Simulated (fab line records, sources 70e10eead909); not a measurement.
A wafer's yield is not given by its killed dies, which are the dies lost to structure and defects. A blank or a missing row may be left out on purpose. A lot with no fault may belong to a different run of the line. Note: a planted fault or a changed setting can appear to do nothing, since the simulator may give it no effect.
One fault through the eyes of 2 desks || flow nand harc || only its own numbers are on each desk; what lay behind them is given at the end

== FROM THE METROLOGY DESK ==
Means of the sampled wafers that have a number, per lot and without regard to the tool the lot ran on: this is what the gauges read. The brackets show how far a lot's mean lies from the usual mean; more than 4 standard deviations puts the lot out of limits, marked OUT.
Columns: A = overlay x nm at NHARC_P_M2_OVL_MEAS_10, usual -0.1 nm; B = overlay y nm at NHARC_P_M2_OVL_MEAS_10, usual 0.0 nm
{"lot": "L890", "first seen here": "day 6 15:08", "A": -0.5, "B": -0.4}
{"lot": "L892", "first seen here": "day 7 10:22", "A": -0.5, "B": -0.0}
{"lot": "L895", "first seen here": "day 8 13:52", "A": 1.0, "B": -0.4}
{"lot": "L897", "first seen here": "day 9 03:44", "A": 0.4, "B": -0.1}
{"lot": "L898", "first seen here": "day 9 15:37", "A": -0.1, "B": 0.2}
{"lot": "L899", "first seen here": "day 9 22:07", "A": -1.0, "B": 2.0}
{"lot": "L900", "first seen here": "day 10 10:05", "A": 0.8, "B": 1.6}
{"lot": "L902", "first seen here": "day 11 08:03", "A": -0.4, "B": 0.3}
{"lot": "L903", "first seen here": "day 12 11:29", "A": 1.1, "B": -0.5}
{"lot": "L905", "first seen here": "day 12 12:08", "A": -0.4, "B": 0.3}
{"lot": "L904", "first seen here": "day 12 12:52", "A": -0.0, "B": 0.4}
{"lot": "L907", "first seen here": "day 13 10:13", "A": -0.5, "B": 0.1}
Result from this desk: across the 12 lots, nothing is out of limits.

== THE DEFECT DESK ==
Lot by lot, what the route's inspections counted, given as the mean of those sampled wafers with a number. The brackets show how far a lot's mean lies from the usual mean; more than 4 standard deviations puts the lot out of limits, marked OUT.
Columns: A = raw defect count at NHARC_P_M2_INSPECT_11, usual 4.4
{"lot": "L890", "first seen here": "day 6 15:10", "A": 7.0}
{"lot": "L892", "first seen here": "day 7 10:23", "A": 3.0}
{"lot": "L895", "first seen here": "day 8 13:55", "A": 4.0}
{"lot": "L897", "first seen here": "day 9 03:47", "A": 3.0}
{"lot": "L898", "first seen here": "day 9 15:40", "A": 4.3}
{"lot": "L899", "first seen here": "day 9 22:10", "A": 3.7}
{"lot": "L900", "first seen here": "day 10 10:07", "A": 4.7}
{"lot": "L902", "first seen here": "day 11 08:05", "A": 4.3}
{"lot": "L903", "first seen here": "day 12 11:31", "A": 3.0}
{"lot": "L905", "first seen here": "day 12 12:10", "A": 4.0}
{"lot": "L904", "first seen here": "day 12 12:54", "A": "232.0 (+84) OUT"}
{"lot": "L907", "first seen here": "day 13 10:16", "A": 4.0}
Finding of this desk: L904 out of limits; the first was L904 at day 12 12:54, on raw defect count at NHARC_P_M2_INSPECT_11. Within limits: L890, L892, L895, L897, L898, L899, L900, L902, L903, L905, L907.

== ALL TOGETHER ==
The defect desk could have raised an alarm at day 12 12:54, on L904.
Metrology desk: nothing out of limits seen.
The metrology desk holds a record of L904, inside its limits.
All the named lots went through NHARC_P_M2_DEP_00 on pecvd-02.

== WHAT THE SIMULATOR HAD INSERTED ==
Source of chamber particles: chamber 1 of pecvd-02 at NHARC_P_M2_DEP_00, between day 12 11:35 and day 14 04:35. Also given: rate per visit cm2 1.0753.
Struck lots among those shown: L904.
Hours from the fault's start to each desk's first reading out of limits: the defect desk, 1.
